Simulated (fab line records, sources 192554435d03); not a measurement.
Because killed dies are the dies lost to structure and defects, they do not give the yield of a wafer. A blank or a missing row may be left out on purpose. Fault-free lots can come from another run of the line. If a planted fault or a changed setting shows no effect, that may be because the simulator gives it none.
Which tool was responsible? -- flow n5Finfet -- 6 lots with 18 wafers sampled at 4 steps, on a route of 1938 steps

WHAT EACH GAUGE READ, for each wafer
N5_PASSIVATION_OVL_MEAS_60.
lot,measured,on,TV_OVL (nm)
L301,day 12 01:27,overlay-02,1 -2 -5
L306,day 13 04:58,overlay-02,-5 -6 -8
L313,day 15 09:58,overlay-01,4 -6 -10
L314,day 15 22:24,overlay-01,2 1 -8
L315,day 16 02:51,overlay-02,-9 -2 -6
L322,day 17 11:49,overlay-02,1 -4 -4

EACH LOT AND THE TOOL THAT RAN IT (in order: tool; ch and the chambers of the sampled wafers; start)
lot,N5_MIM_TOP_ETCH_PECVD_03,N5_MIM_BOT_ETCH_STRIP_02,N5_PASSIVATION_PECVD_01
L301,"pecvd-03 ch 0,2, day 11 23:25","wetBench-03 ch 1,4,5, day 12 00:27","pecvd-01 ch 0,2, day 12 00:55"
L306,"pecvd-03 ch 0,1, day 13 02:53","wetBench-06 ch 1,6,7, day 13 03:58","pecvd-03 ch 1,2, day 13 04:26"
L313,"pecvd-02 ch 0,1,2, day 15 08:05","wetBench-06 ch 3,4,6, day 15 08:59","pecvd-01 ch 0,1,2, day 15 09:27"
L314,"pecvd-03 ch 0,1, day 15 19:16","wetBench-05 ch 5,6,7, day 15 20:11","pecvd-02 ch 0,1, day 15 20:39"
L315,"pecvd-02 ch 0,1,2, day 16 00:58","wetBench-05 ch 1,2,6, day 16 01:59","pecvd-03 ch 1,2, day 16 02:27"
L322,"pecvd-02 ch 0,1, day 17 09:14","wetBench-06 ch 0,3,5, day 17 10:13","pecvd-01 ch 0, day 17 10:47"
- N5_MIM_TOP_ETCH_PECVD_03: deposits SiNx from SiH4/NH3/N2, target thk 20 nm, time 17.6 s.
- N5_MIM_BOT_ETCH_STRIP_02: strips in post etch residue remover, time 1200 s.
- N5_PASSIVATION_PECVD_01: deposits SiNx from SiH4/NH3/N2, target thk 200 nm, time 43.2 s.

THE ANSWER, worked out from the rows above alone
Rule: usual is defined by the lots themselves. The widest of any qualifying gaps counts: lots, ordered by their means at a reading, are off when they make up no more than a third of the lots, leave a main group of 4 or more, and stand apart from it by 3 or more times the standard deviation of that group's means. If all means in a main group match to the digits the tables above print for the reading, that group is not used. A lot without any number at a reading at which 4 lots or more have one is off too. Any other lot the step has rows for is counted as sound.
No lot is off at any reading shown: from this, nothing can be told.

WHAT HAD BEEN PUT IN BY THE SIMULATOR
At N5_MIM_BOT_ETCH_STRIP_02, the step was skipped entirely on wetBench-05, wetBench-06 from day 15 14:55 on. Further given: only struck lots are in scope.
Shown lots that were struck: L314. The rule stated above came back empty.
